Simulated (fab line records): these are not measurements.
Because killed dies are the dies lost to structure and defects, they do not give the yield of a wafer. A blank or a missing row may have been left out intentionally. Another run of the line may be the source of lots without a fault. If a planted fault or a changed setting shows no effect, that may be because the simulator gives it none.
A struck lot beside a sound one :: flow n5-finfet :: 19 out of 1938 route steps
Sound: these wafers, L483.1, L483.2, L483.5. Wafers L499.3, L499.5, L499.6 were the ones struck. The cause is given at the end.
Per side, at each step with rows, come the tool, then ch with its chambers, and then its first start. Under that, the readings that differ: sound wafers :: struck wafers :: difference of the means :: sigmas: that difference in standard deviations of wafers without a fault.
alike: readings whose means differ by less than 2 such deviations, and words and numbers that are the same on both sides. not compared: withheld readings, readings that some wafer has no value for, bounds like >300 that may hide the same value, and numbers for which the record gives no deviation and whose values overlap.
A row with sigmas, a row that says differs or no value, or rows on one side alone: a step with any of these is where the two part. When numbers do not overlap yet have no deviation, they are printed without sigmas and do not part them. Lack of a reading on every wafer of one side parts them only where that side has two or more wafers.

N5_BEOL_M7_ETCH_62: etches SOC in N2/H2, target depth 110 nm, overetch 22 nm, time 165 s.
  sound on rie-diel-04 ch 0,2,3, day 14 22:16; struck on rie-diel-04 ch 1,2, day 16 05:28
  alike: drypump-motor-current-A, oes-product-au, rf-vpp-V, showerhead-plenum-p-Torr, throttle-valve-pct
  not compared: rf-hours-counter-h
then, 1 step without rows for these wafers: N5_BEOL_M7_STRIP_68 (strips in N2/H2).
N5_BEOL_M7_STRIP_67: strips in CF4.
  sound on rie-diel-04 ch 0,2,3, day 14 22:25; struck on rie-diel-04 ch 1,2, day 16 05:37
  alike: drypump-motor-current-A, oes-product-au, rf-vpp-V, showerhead-plenum-p-Torr, throttle-valve-pct
  not compared: rf-hours-counter-h
N5_BEOL_M7_HM_OPEN_17: chemistry Cl2/BCl3, target TiN, target depth 20 nm, overetch 6 nm.
  sound on rie-metal-03 ch 0,1, day 14 22:27; struck on rie-metal-03 ch 0,1, day 16 05:41
  alike: drypump-motor-current-A, oes_ar_750_au, oes-product-au, throttle-valve-pct
  not compared: rf-hours-counter-h
N5_BEOL_M7_STRIP_19: strips in O2.
  sound on rie-diel-06 ch 0,1, day 14 22:40; struck on rie-diel-04 ch 0,3, day 16 06:16
  alike: drypump-motor-current-A, oes-product-au, rf-vpp-V, showerhead-plenum-p-Torr, throttle-valve-pct
  not compared: rf-hours-counter-h
N5_BEOL_M7_CD_MEAS_18: pitch 80 nm, target cd 40 nm.
  struck on cd-sem-01, day 16 06:20; sound on cd-sem-02, day 14 22:44
  alike: cd-nm
then, 6 steps without rows for these wafers: N5_BEOL_M7_COAT_63 (time 60 s, resist thk 60 nm); N5_BEOL_M7_COAT_64 (time 60 s, resist thk 12 nm); N5_BEOL_M7_COAT_71 (time 60 s, resist thk 5 nm); N5_BEOL_M7_COAT_22 (resist thk 30 nm); N5_BEOL_M7_EBR_24; N5_BEOL_M7_SOFTBAKE_23 (time 60 s).
N5_BEOL_M7_EXPOSE_25: exposes mask V6, target cd 40 nm.
  sound on euv-scanner-01 ch 0, day 14 23:01; struck on euv-scanner-02 ch 0, day 16 06:38
reading: model.BEOL_M7.overlay-x-nm (nm)
sound: 0.2 0.2 0.2
struck: 8.8 8.8 8.8
difference: +8.6
sigmas: 
  alike: mask, focus-offset-nm
then, 2 steps without rows for these wafers: N5_BEOL_M7_PEB_26 (peb time 60 s); N5_BEOL_M7_DEVELOP_27 (develop time 30 s).
N5_BEOL_M7_CD_MEAS_28: target cd 40 nm.
  sound on cd-sem-02 ch 0, day 14 23:10; struck on cd-sem-01 ch 0, day 16 06:46
  alike: cd-nm
N5_BEOL_M7_OVL_MEAS_29:
  sound on overlay-01 ch 0, day 14 23:11; struck on overlay-01 ch 0, day 16 06:48
reading: V6_OVL (nm)
sound: 0.2 -0.2 0.4
struck: 9.2 8.4 8.7
difference: +8.6
sigmas: +12
N5_BEOL_M7_INSPECT_30: inspects for defects (brightfield).
  struck on defect-inspect-02, day 16 06:51; sound on defect-inspect-02, day 14 23:15
  alike: raw-defect-count
N5_PASSIVATION_PROBE_49:
  the record holds rows for the sound wafers here (prober-02, day 18 10:21) but none for the struck ones

== WHERE THEY PART ==
At N5_BEOL_M7_OVL_MEAS_29 first; at N5_PASSIVATION_PROBE_49 last (within this record only).

WHY: what had been put in by the simulator
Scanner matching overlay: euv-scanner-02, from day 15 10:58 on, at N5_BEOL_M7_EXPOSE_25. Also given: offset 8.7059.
